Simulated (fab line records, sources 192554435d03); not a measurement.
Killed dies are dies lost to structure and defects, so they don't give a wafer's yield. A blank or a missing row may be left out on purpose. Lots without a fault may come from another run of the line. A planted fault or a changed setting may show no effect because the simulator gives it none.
One fault seen from 2 desks | flow n5_finfet | each desk has only its own numbers; what lay behind them comes last

THE TOOL OWNER'S DESK: pecvd-03
The tool's own readings at N5_BEOL_M12_DEP_53 (deposits SiCN from 3MS/NH3, target thk 30 nm, time 10.5 s): means of the sampled wafers that have a number, for each lot that ran on this tool. A lot is out of limits, marked OUT, if its mean lies more than 4 standard deviations from the usual mean; the brackets give that distance.
Columns: A = showerhead_plenum_p_Torr at N5_BEOL_M12_DEP_53, usual 4.165 Torr; B = throttle_valve_pct at N5_BEOL_M12_DEP_53, usual 18.1 %
lot  | first seen here | A     | B
L601 | day 12 17:12    | 4.159 | 16.9
L606 | day 13 11:40    | 4.167 | 17.5
L623 | day 18 07:53    | 4.170 | 17.5
This desk's finding: nothing out of limits on any of the 3 lots.

THE METROLOGY DESK
What the gauges read, lot by lot, whatever tool the lot ran on: means of the sampled wafers that have a number. A lot is out of limits, marked OUT, if its mean lies more than 4 standard deviations from the usual mean; the brackets give that distance.
Columns: A = M12_THK at N5_BEOL_M12_THK_MEAS_50, usual 317 nm; B = M12_RS at N5_BEOL_M12_RS_MEAS_54, usual 0.0600 ohm/sq
lot  | first seen here | A   | B
L601 | day 12 17:08    | 313 | 0.0608
L606 | day 13 11:36    | 320 | 0.0592
L614 | day 15 21:25    | 319 | 0.0592
L619 | day 17 14:53    | 323 | 0.0592
L623 | day 18 07:50    | 316 | 0.0613
This desk's finding: nothing out of limits on any of the 5 lots.

PUT TOGETHER
The tool owner's desk saw nothing out of limits.
The metrology desk saw nothing out of limits.

WHAT THE SIMULATOR HAD PUT IN
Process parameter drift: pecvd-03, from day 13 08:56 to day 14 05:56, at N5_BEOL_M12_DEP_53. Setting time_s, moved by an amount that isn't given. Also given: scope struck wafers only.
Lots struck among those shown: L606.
